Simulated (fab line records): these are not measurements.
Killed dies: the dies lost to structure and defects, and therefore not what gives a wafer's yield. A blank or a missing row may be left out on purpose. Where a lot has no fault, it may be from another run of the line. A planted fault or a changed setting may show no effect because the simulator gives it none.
fab line records | flow nandHarc
record lots=13 | wafers=39 | lastDay=33
route steps=1302 shown A_M0@1149 A_M1@1178
lots untouched by any fault: they come from a run of this same line in which no faults occurred
startH: hours from the record's opening day to when the first of the lot's shown wafers began | waitH: how many hours have passed since the lot's step before this one | " same as the row above | L1.1+2: one row covering several wafers at once | - no value, or no start was given | * or withheld: withheld | < > ~ a bound
route shown NAME@n: a module of which the file shows steps, and the number in the route of the first | usual: mean/standard deviation of fault-free wafers | same: alike in all rows | chamber/n: place in a boat | sites: the reading at each site | _std_site: the standard deviation of these | _edge_site: mean of outer sites minus mean of inner sites | radiusMm: how far each site lies from the wafer's centre | mask NAME#n: copy n | behind: the tool/chamber that last shaped the wafer | hold: why the lot went on hold/how many hours it stayed there/how the hold came to an end | device: the transistor (n, p or np) that didn't switch | end of line: the route-end tests of the same wafers | step lacking rows: just its recipe | killed: at the first sort, the dies lost to defects and structure; wafer yield is something else | map: a wafer's dies, x killed, . not, _ none there
set.NAME: setting as actually run; set.NAME@STEP: the setting as run at that earlier step | model.NAME: the simulator's own value behind a step, which no gauge read
route steps across a sampled set of lots; one table per step, one row per wafer
services: the hour from which a tool's chamber was out of use, counted from the record's first day as startH (under 0 if before that day), plus the number of hours and why
## steps
# step NHARC_A_M0_INSPECT_11
# usual rawDefectCount=89/32
lot.wafer | tool             | chamber | startH | waitH | rawDefectCount
L861.1    | defectInspect-02 | -       | 540.08 | 0.0   | 99
L861.3    | "                | -       | "      | "     | 104
L861.5    | "                | -       | "      | "     | 104
L865.1    | defectInspect-02 | -       | 551.08 | 0.0   | 153
L865.3    | "                | -       | "      | "     | 150
L865.6    | "                | -       | "      | "     | 153
L867.1    | defectInspect-02 | -       | 572.33 | 0.0   | 57
L867.2    | "                | -       | "      | "     | 68
L867.3    | "                | -       | "      | "     | 63
L868.2    | defectInspect-01 | -       | 588.83 | 0.0   | 83
L868.4    | "                | -       | "      | "     | 72
L868.5    | "                | -       | "      | "     | 70
L869.2    | defectInspect-02 | -       | 610.80 | 0.0   | 133
L869.5    | "                | -       | "      | "     | 148
L869.6    | "                | -       | "      | "     | 132
L870.1    | defectInspect-01 | -       | 621.57 | 0.0   | 96
L870.2    | "                | -       | "      | "     | 78
L870.5    | "                | -       | "      | "     | 85
L871.3    | defectInspect-02 | -       | 626.46 | 0.0   | 50
L871.4    | "                | -       | "      | "     | 41
L871.5    | "                | -       | "      | "     | 59
L872.1    | defectInspect-02 | -       | 632.14 | 0.0   | 114
L872.2    | "                | -       | "      | "     | 101
L872.3    | "                | -       | "      | "     | 103
L873.1    | defectInspect-02 | -       | 636.16 | 0.0   | 58
L873.3    | "                | -       | "      | "     | 33
L873.4    | "                | -       | "      | "     | 59
L875.1    | defectInspect-02 | -       | 658.51 | 0.0   | 85
L875.4    | "                | -       | "      | "     | 94
L875.5    | "                | -       | "      | "     | 109
L874.2    | defectInspect-01 | -       | 667.40 | 0.0   | 106
L874.3    | "                | -       | "      | "     | 126
L874.5    | "                | -       | "      | "     | 119
L883.1    | defectInspect-02 | -       | 733.04 | 0.0   | 82
L883.3    | "                | -       | "      | "     | 84
L883.4    | "                | -       | "      | "     | 73
L884.2    | defectInspect-01 | -       | 754.06 | 0.0   | 71
L884.4    | "                | -       | "      | "     | 81
L884.6    | "                | -       | "      | "     | 80
# step NHARC_A_M0_CMP_23
# recipe tOverpolishS=20 | targetThkNm=113.75
# usual motorCurrentA=12.0/0.75 | slurryFilterDpKPa=13.50/0.14 | timeToEndpointS=29.3/2.6
lot.wafer | tool   | chamber | startH | waitH | motorCurrentA | slurryFilterDpKPa | timeToEndpointS
L861.3    | cmp-04 | 3       | 542.18 | -     | 12.1          | 13.48             | 26.2
L861.1    | "      | 0       | "      | "     | 12.2          | 13.52             | 28.8
L861.5    | "      | 3       | "      | "     | 11.1          | 13.40             | 25.3
L865.3    | cmp-01 | 1       | 553.17 | -     | 11.3          | 13.43             | 26.8
L865.1    | "      | 3       | "      | "     | 13.2          | 13.63             | 31.5
L865.6    | "      | 1       | "      | "     | 11.2          | 13.58             | 25.7
L867.3    | cmp-01 | 2       | 574.39 | -     | 11.1          | 13.43             | 27.6
L867.2    | "      | 3       | "      | "     | 13.2          | 13.50             | 30.7
L867.1    | "      | 1       | "      | "     | 11.8          | 13.62             | 27.4
L868.2    | cmp-01 | 0       | 590.90 | -     | 12.4          | 13.54             | 32.5
L868.4    | "      | 3       | "      | "     | 12.7          | 13.54             | 35.0
L868.5    | "      | 1       | "      | "     | 10.9          | 13.22             | 27.1
L869.2    | cmp-03 | 3       | 612.86 | -     | 11.8          | 13.34             | 28.5
L869.6    | "      | 3       | "      | "     | 12.3          | 13.53             | 28.0
L869.5    | "      | 0       | "      | "     | 11.4          | 13.50             | 28.1
L870.2    | cmp-04 | 2       | 623.64 | -     | 11.1          | 13.44             | 30.0
L870.1    | "      | 0       | "      | "     | 12.0          | 13.28             | 24.7
L870.5    | "      | 3       | "      | "     | 11.5          | 13.56             | 28.2
L871.4    | cmp-01 | 3       | 628.54 | -     | 13.0          | 13.69             | 31.7
L871.3    | "      | 0       | "      | "     | 12.8          | 13.54             | 34.0
L871.5    | "      | 3       | "      | "     | 13.3          | 13.48             | 31.2
L872.2    | cmp-01 | 1       | 634.19 | -     | 11.2          | 13.27             | 30.5
L872.3    | "      | 2       | "      | "     | 11.1          | 13.65             | 32.0
L872.1    | "      | 3       | "      | "     | 12.0          | 13.62             | 33.4
L873.3    | cmp-04 | 3       | 638.23 | -     | 11.8          | 13.66             | 30.9
L873.4    | "      | 0       | "      | "     | 11.5          | 13.46             | 29.4
L873.1    | "      | 2       | "      | "     | 11.2          | 13.43             | 32.4
L875.4    | cmp-03 | 3       | 660.68 | -     | 12.0          | 13.53             | 31.5
L875.1    | "      | 0       | "      | "     | 11.8          | 13.48             | 30.8
L875.5    | "      | 3       | "      | "     | 12.5          | 13.46             | 28.4
L874.3    | cmp-03 | 0       | 669.50 | -     | 11.1          | 13.39             | 31.8
L874.2    | "      | 2       | "      | "     | 11.7          | 13.49             | 32.9
L874.5    | "      | 0       | "      | "     | 11.7          | 13.49             | 31.2
L883.1    | cmp-01 | 1       | 735.11 | -     | 12.0          | 13.59             | 25.4
L883.4    | "      | 2       | "      | "     | 11.5          | 13.38             | 27.9
L883.3    | "      | 0       | "      | "     | 12.3          | 13.40             | 32.1
L884.4    | cmp-01 | 2       | 756.22 | -     | 11.1          | 13.78             | 33.6
L884.2    | "      | 3       | "      | "     | 12.8          | 13.80             | 35.3
L884.6    | "      | 0       | "      | "     | 12.6          | 13.56             | 32.6
# step NHARC_A_M1_DEVELOP_08
# recipe developTimeS=35 | devTempC=23
# usual developerTempC=23.01/0.094 | resistLineTempC=23.01/0.091
lot.wafer | tool          | chamber | startH | waitH | developerTempC | resistLineTempC
L861.1    | lithoTrack-06 | 0       | 543    | -     | 22.89          | 22.94
L861.3    | "             | 0       | "      | "     | 22.98          | 23.08
L861.5    | "             | 0       | "      | "     | 23.03          | 23.01
L865.1    | lithoTrack-06 | 0       | 555    | -     | 23.06          | 23.05
L865.3    | "             | 0       | "      | "     | 23.01          | 22.99
L865.6    | "             | 0       | "      | "     | 23.03          | 22.94
L867.1    | lithoTrack-04 | 0       | 576    | -     | 23.15          | 23.14
L867.2    | "             | 0       | "      | "     | 22.97          | 23.11
L867.3    | "             | 0       | "      | "     | 23.10          | 23.06
L868.2    | lithoTrack-04 | 0       | 592    | -     | 23.01          | 22.93
L868.4    | "             | 0       | "      | "     | 22.99          | 22.95
L868.5    | "             | 0       | "      | "     | 23.17          | 23.04
L869.2    | lithoTrack-01 | 0       | 614    | -     | 23.05          | 22.87
L869.5    | "             | 0       | "      | "     | 22.89          | 22.98
L869.6    | "             | 0       | "      | "     | 22.94          | 22.93
L870.1    | lithoTrack-01 | 0       | 625    | -     | 23.17          | 23.04
L870.2    | "             | 0       | "      | "     | 23.03          | 23.07
L870.5    | "             | 0       | "      | "     | 23.09          | 23.01
L871.3    | lithoTrack-04 | 0       | 630    | -     | 23.13          | 23.05
L871.4    | "             | 0       | "      | "     | 22.96          | 23.22
L871.5    | "             | 0       | "      | "     | 23.10          | 23.09
L872.1    | lithoTrack-04 | 0       | 635    | -     | 23.18          | 22.99
L872.2    | "             | 0       | "      | "     | 23.04          | 22.98
L872.3    | "             | 0       | "      | "     | 23.06          | 22.83
L873.1    | lithoTrack-01 | 0       | 640    | -     | 23.03          | 22.94
L873.3    | "             | 0       | "      | "     | 23.03          | 22.96
L873.4    | "             | 0       | "      | "     | 23.11          | 22.92
L875.1    | lithoTrack-04 | 0       | 662    | -     | 23.93          | 22.88
L875.4    | "             | 0       | "      | "     | 23.89          | 23.08
L875.5    | "             | 0       | "      | "     | 23.77          | 22.95
L874.2    | lithoTrack-04 | 0       | 671    | -     | 23.96          | 23.13
L874.3    | "             | 0       | "      | "     | 23.88          | 23.17
L874.5    | "             | 0       | "      | "     | 23.92          | 23.16
L883.1    | lithoTrack-06 | 0       | 736    | -     | 22.94          | 22.95
L883.3    | "             | 0       | "      | "     | 22.96          | 23.04
L883.4    | "             | 0       | "      | "     | 22.97          | 22.88
L884.2    | lithoTrack-06 | 0       | 757    | -     | 23.04          | 23.05
L884.4    | "             | 0       | "      | "     | 23.20          | 23.06
L884.6    | "             | 0       | "      | "     | 23.19          | 22.98
# step NHARC_A_M1_DEGAS_29
# recipe tempC=250 | timeS=60
# usual heaterPowerW=347/21
lot.wafer | tool          | chamber | startH | waitH | heaterPowerW
L861.1    | pvdSputter-01 | -       | 545.28 | -     | 345
L861.3    | "             | -       | "      | "     | 344
L861.5    | "             | -       | "      | "     | 360
L865.3    | pvdSputter-02 | -       | 556.28 | -     | 391
L865.1    | "             | -       | "      | "     | 383
L865.6    | "             | -       | "      | "     | 376
L867.2    | pvdSputter-02 | -       | 577.45 | -     | 322
L867.1    | "             | -       | "      | "     | 384
L867.3    | "             | -       | "      | "     | 387
L868.4    | pvdSputter-03 | -       | 593.90 | -     | 380
L868.2    | "             | -       | "      | "     | 326
L868.5    | "             | -       | "      | "     | 358
L869.2    | pvdSputter-03 | -       | 615.98 | -     | 328
L869.5    | "             | -       | "      | "     | 330
L869.6    | "             | -       | "      | "     | 335
L870.1    | pvdSputter-01 | -       | 626.93 | -     | 349
L870.2    | "             | -       | "      | "     | 347
L870.5    | "             | -       | "      | "     | 344
L871.4    | pvdSputter-03 | -       | 631.83 | -     | 347
L871.3    | "             | -       | "      | "     | 375
L871.5    | "             | -       | "      | "     | 325
L872.1    | pvdSputter-03 | -       | 637.63 | -     | 353
L872.2    | "             | -       | "      | "     | 371
L872.3    | "             | -       | "      | "     | 338
L873.1    | pvdSputter-01 | -       | 641.38 | -     | 344
L873.3    | "             | -       | "      | "     | 327
L873.4    | "             | -       | "      | "     | 381
L875.4    | pvdSputter-01 | -       | 663.73 | -     | 324
L875.1    | "             | -       | "      | "     | 337
L875.5    | "             | -       | "      | "     | 323
L874.3    | pvdSputter-03 | -       | 672.58 | -     | 359
L874.2    | "             | -       | "      | "     | 373
L874.5    | "             | -       | "      | "     | 353
L883.3    | pvdSputter-01 | -       | 738.16 | -     | 345
L883.1    | "             | -       | "      | "     | 340
L883.4    | "             | -       | "      | "     | 327
L884.4    | pvdSputter-01 | -       | 759.27 | -     | 383
L884.2    | "             | -       | "      | "     | 348
L884.6    | "             | -       | "      | "     | 396
## services
tool          | chamber | startH | hours | kind
pvdSputter-03 | -       | 526.02 | 10.0  | pm
lithoTrack-06 | -       | 529.00 | 7.0   | pm
cmp-01        | -       | 535.73 | 5.2   | repair
lithoTrack-04 | -       | 553.00 | 7.0   | pm
pvdSputter-03 | -       | 554.30 | 3.0   | repair
cmp-03        | -       | 556.40 | 4.0   | pm
cmp-04        | -       | 560.05 | 4.6   | repair
cmp-03        | -       | 570.48 | 2.1   | repair
pvdSputter-01 | -       | 582.09 | 10.0  | pm
cmp-01        | -       | 584.08 | 4.0   | pm
cmp-04        | -       | 601.45 | 4.0   | pm
cmp-03        | -       | 610.46 | 1.4   | repair
pvdSputter-03 | -       | 640.88 | 3.3   | repair
cmp-03        | -       | 654.40 | 4.0   | pm
lithoTrack-01 | -       | 680.00 | 7.0   | pm
pvdSputter-01 | -       | 681.36 | 0.6   | repair
cmp-01        | -       | 682.08 | 4.0   | pm
pvdSputter-03 | -       | 682.98 | 3.2   | repair
pvdSputter-03 | -       | 686.98 | 22.1  | repair
lithoTrack-06 | -       | 704.00 | 7.0   | pm
lithoTrack-04 | -       | 728.00 | 7.0   | pm
cmp-01        | -       | 733.40 | 1.3   | repair
cmp-01        | -       | 736.41 | 0.9   | repair
pvdSputter-03 | -       | 745.86 | 0.9   | repair
## key
firstSign step=NHARC_A_M1_DEVELOP_08 | reading=developerTempC | direction=up | sigmas=9.4 | usual=* | struck=*
effect none on later readings
metAt NHARC_A_M1_DEVELOP_08
struckLots L874,L875
notActingAt NHARC_A_M0_INSPECT_11,NHARC_A_M0_CMP_23,NHARC_A_M1_DEGAS_29
onsetBetween 635 662
fault kind=processParameterDrift | tool=lithoTrack-04 | chamber=- | onsetH=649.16 | steps=NHARC_A_M1_DEVELOP_08 | channel=devTempC | offset=* | shape=step | endH=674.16 | actsIn=* | stated=*
